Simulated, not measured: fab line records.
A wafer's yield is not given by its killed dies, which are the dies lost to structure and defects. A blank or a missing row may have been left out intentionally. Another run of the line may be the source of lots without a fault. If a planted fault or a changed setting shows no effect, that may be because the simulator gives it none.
Matching of chambers	flow nand harc	NHARC_P_STI_CMP_21 on cmp-02 has 4 sister chambers
The step polishes, t overpolish 20 s, target thk 380.67 nm. 14 wafers are shown with their chamber, then 7 later ones without.

WAFERS, EACH WITH ITS CHAMBER
wafer	chamber	overpolish run s (s)	motor current A (A)	retaining ring pressure frac
L503.2	1	19.994	12.8	0.998
L503.3	2	19.987	13.2	0.990
L503.4	0	20.002	12.9	1.005
L505.2	1	20.001	11.8	1.004
L505.3	3	19.994	12.5	0.995
L505.5	0	19.994	12.7	0.995
L508.1	0	20.002	12.8	0.995
L508.3	3	20.025	13.0	1.000
L508.5	1	19.989	11.9	1.009
L514.1	2	19.991	12.6	1.000
L514.3	0	20.014	12.1	0.994
L514.6	1	20.004	11.7	1.011
L520.3	0	19.999	12.9	1.004
L520.5	0	20.010	12.2	1.004

SIGNATURES (means of the wafers above)
reading	chamber 0	chamber 1	chamber 2	chamber 3	scatter within a chamber
overpolish run s	20.00350	19.99700	19.98900	20.00950	0.00946
motor current A	12.600	12.050	12.900	12.750	0.414
retaining ring pressure frac	0.99950	1.00550	0.99500	0.99750	0.00552
Rule: a wafer's distance from a chamber is the root of the sum, over the readings, of the square of ((its reading less the chamber's mean) divided by the reading's scatter). If the next closest chamber is less than 2 further off than the closest, the wafer can't be placed; otherwise it belongs to the closest. The scatter: the root of (the sum of the squares of (reading less its chamber's mean) over the shown wafers, divided by (wafers less chambers)).

WAFERS WITH NO CHAMBER GIVEN
wafer	overpolish run s (s)	motor current A (A)	retaining ring pressure frac
L520.6	20.005	11.9	0.998
L523.1	20.003	13.8	1.004
L523.2	19.992	12.8	1.010
L523.3	19.999	13.0	0.992
L524.2	19.994	13.2	0.996
L524.3	20.000	13.0	1.006
L524.6	19.995	12.3	0.982

EACH ONE'S CHAMBER
wafer	from the rows above	in truth
L520.6	can't be placed: 1 or 0 or 3 or 2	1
L523.1	can't be placed: 3 or 0 or 2 or 1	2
L523.2	can't be placed: 1 or 0 or 2 or 3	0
L523.3	can't be placed: 2 or 3 or 0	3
L524.2	can't be placed: 2 or 0 or 3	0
L524.3	can't be placed: 0 or 3 or 1 or 2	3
L524.6	can't be placed: 2 or 0 or 3 or 1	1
Correct placement for 0 of the 7. Cannot be placed on the basis of these rows: 7; the candidates contain the true chamber in 7. 0 placed wrongly.
